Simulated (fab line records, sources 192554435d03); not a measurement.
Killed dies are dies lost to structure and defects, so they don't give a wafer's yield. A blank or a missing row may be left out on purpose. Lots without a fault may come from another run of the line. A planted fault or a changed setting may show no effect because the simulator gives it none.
A struck lot beside a sound one | flow n5_finfet | 16 steps out of a route of 1938
Sound: wafers L453.3, L453.5, L453.6. Struck: wafers L458.1, L458.4, L458.5. The cause comes at the end.
At each step with rows: each side's tool, then ch and its chambers, then its first start. Under that, the readings that differ: sound wafers | struck wafers | difference of the means | sigmas: that difference in standard deviations of wafers without a fault.
alike: readings whose means differ by less than 2 such deviations, and words and numbers that are the same on both sides. not compared: withheld readings, readings that some wafer has no value for, bounds like >300 that may hide the same value, and numbers for which the record gives no deviation and whose values overlap.
The two part at a step that has a row with sigmas, a row that says differs or no value, or rows on one side only. Numbers that don't overlap but have no deviation are shown without sigmas and don't part them. A reading that every wafer of one side lacks parts them only if that side has two wafers or more.

first, 3 steps without rows for these wafers: N5_FIN_SAQP_STRIP_55 (strips in N2/H2); N5_FIN_SAQP_STRIP_23 (strips in SPM, time 750 s); N5_FIN_SAQP_SRD_66 (time 30 s).
N5_FIN_SAQP_RECESS_75: chemistry HF/NH3, target SiO2, target depth 14.4 nm, afs cycles 3, sublimation time 60 s.
  sound on vapor_etch-02 ch 0,1, day 3 10:13; struck on vapor_etch-02 ch 1, day 4 15:58
  alike: drypump_motor_current_A, foreline_p_Torr
then, 3 steps without rows for these wafers: N5_FIN_SAQP_SPACER1_ALD_24 (deposits SiO2, target thk 20.3 nm, pulse time 1 s, purge time 2 s); N5_FIN_SAQP_SPACER1_ETCHBACK_25 (etches SiO2 in CHF3/O2, target depth 24.4 nm, time 12.2 s); N5_FIN_SAQP_MANDREL1_REMOVE_56 (chemistry HBr/Cl2/O2, target a-Si, stops on SiNx, bt time 10 s).
N5_FIN_SAQP_CD_MEAS_27: target cd 20 nm.
  sound on cd_sem-03 ch 0, day 3 11:24; struck on cd_sem-01 ch 0, day 4 18:43
  alike: cd_nm
then, 1 step without rows for these wafers: N5_FIN_SAQP_ETCH_57 (etches SiNx in CH3F/O2, target depth 32.5 nm, time 46.4 s).
N5_FIN_SAQP_ETCH_65: etches SiO2 in CF4, target depth 4 nm, time 4.4 s.
  sound on rie_si-01 ch 2,3, day 3 11:33; struck on rie_si-01 ch 1,2,3, day 4 19:07
  alike: cf4_flow_sccm, drypump_motor_current_A, oes_product_au, throttle_valve_pct
  not compared: rf_hours_counter_h
N5_FIN_SAQP_MANDREL_ETCH_58: etches a-Si in HBr/Cl2, stops on SiNx, target depth 45 nm, bt time 10 s, time 27 s.
  sound on rie_si-01 ch 2,3, day 3 11:35; struck on rie_si-01 ch 1,2,3, day 4 19:09
  alike: drypump_motor_current_A, oes_product_au, throttle_valve_pct
  not compared: rf_hours_counter_h
N5_FIN_SAQP_RECESS_63: chemistry HF/NH3, target SiO2, target depth 18 nm, afs cycles 3, sublimation time 60 s.
  sound on vapor_etch-02 ch 0,1, day 3 11:47; struck on vapor_etch-01 ch 0,1, day 4 19:14
  alike: drypump_motor_current_A, foreline_p_Torr
N5_FIN_SAQP_COAT_68: time 60 s, resist thk 100 nm.
  sound on litho_track-05 ch 0, day 3 12:04; struck on litho_track-02 ch 0, day 4 19:37
  reading                  | sound                | struck               | difference | sigmas
  heater_power_total_W (W) | 501.1 500.9 502.3    | 472.9 473.5 474.6    | -27.8      | -15
  plate_temp_C (C)         | 249.99 249.67 249.59 | 239.60 239.72 239.50 | -10.14     | -60
N5_FIN_SAQP_ETCH_69: etches SOC in N2/H2, stops on SiNx, target depth 150 nm.
  sound on rie_diel-03 ch 1,2,3, day 3 12:07; struck on rie_diel-04 ch 0,1,3, day 4 19:41
  alike: drypump_motor_current_A, oes_product_au, rf_vpp_V, showerhead_plenum_p_Torr, throttle_valve_pct
  not compared: rf_hours_counter_h
-- the record jumps here: 6 days lie between the struck wafers' starts before and after (it left off in module FIN_SAQP and takes up again in module BEOL_M4, whose first step shown is number 1111 of the route) --
N5_BEOL_M4_RC_MEAS_101:
  sound on prober-01 ch 0, day 9 04:38; struck on prober-01 ch 0, day 11 00:08
  reading       | sound       | struck      | difference | sigmas
  ION_P (uA/um) | 445 454 452 | 462 469 469 | +16        | +2
  alike: DIBL_N, DIBL_P, IOFF_N, IOFF_P, ION_N, SS_N, SS_P, VT_N, VT_P
-- the record jumps here: 4 days lie between the struck wafers' starts before and after (it left off in module BEOL_M4 and takes up again in module PASSIVATION, whose first step shown is number 1936 of the route) --
N5_PASSIVATION_PROBE_49:
  sound on prober-01, day 13 06:54; struck on prober-01, day 15 04:48
  alike: defect_limited_yield, killed_at_M0_to_M3, killed_at_M4_up, killed_at_contacts, killed_at_front_end, killed_at_other, killed_dies, killed_open, killed_short, sort_bin_5_function, sort_bin_6_memory, sort_n_pass, sort_yield_pct

WHERE THEY PART
First at N5_FIN_SAQP_COAT_68; last, within this record, at N5_BEOL_M4_RC_MEAS_101. Later steps at which nothing parts them and some readings are alike: N5_PASSIVATION_PROBE_49.

WHY: what the simulator had put in
Process parameter drift: litho_track-02, from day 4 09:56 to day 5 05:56, at N5_FIN_SAQP_COAT_68. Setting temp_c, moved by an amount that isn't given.
